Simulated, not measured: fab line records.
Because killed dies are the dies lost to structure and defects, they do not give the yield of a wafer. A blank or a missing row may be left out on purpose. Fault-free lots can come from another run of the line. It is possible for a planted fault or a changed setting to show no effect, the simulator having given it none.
Chamber matching + flow nand-harc + rie-diel-12 running NHARC_P_M0_ETCH_34: 3 sister chambers
The step etches the open film in N2/H2, target depth 40 nm, overetch 12 nm, time 43.94 s. 3 wafers are shown with their chamber, then 6 later ones without.

== WAFERS, EACH WITH ITS CHAMBER ==
| wafer  | chamber | drypump-motor-current-A (A) |
|--------|---------|-----------------------------|
| L089.4 | 1       | 4.9                         |
| L090.1 | 3       | 5.7                         |
| L091.4 | 2       | 5.4                         |

== WAFERS WITH NO CHAMBER GIVEN ==
| wafer  | drypump-motor-current-A (A) |
|--------|-----------------------------|
| L091.5 | 5.7                         |
| L091.6 | 4.9                         |
| L092.4 | 4.9                         |
| L092.6 | 5.0                         |
| L096.1 | 5.7                         |
| L096.2 | 5.5                         |

== THE CHAMBER EACH PASSED THROUGH ==
| wafer  | from the rows above     | in truth |
|--------|-------------------------|----------|
| L091.5 | 3                       | 3        |
| L091.6 | 1                       | 1        |
| L092.4 | 1                       | 1        |
| L092.6 | 1                       | 1        |
| L096.1 | 3                       | 3        |
| L096.2 | can't be placed: 2 or 3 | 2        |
Correctly placed: 5 of 6. These rows do not allow placing 1 (true chamber among the candidates in 1). Wrongly placed: 0.
How it was worked out, from the rows above alone: a wafer's distance from a chamber is the root of the sum, over the readings, of the square of ((its reading less the chamber's mean) divided by the reading's scatter). The wafer belongs to the nearest chamber; if the next one is less than 2 further off, it can't be placed. Each chamber's mean is taken over the wafers shown for it. The scatter: root of mean squared gap, hidden wafer to nearest shown wafer, with one shown wafer a chamber.
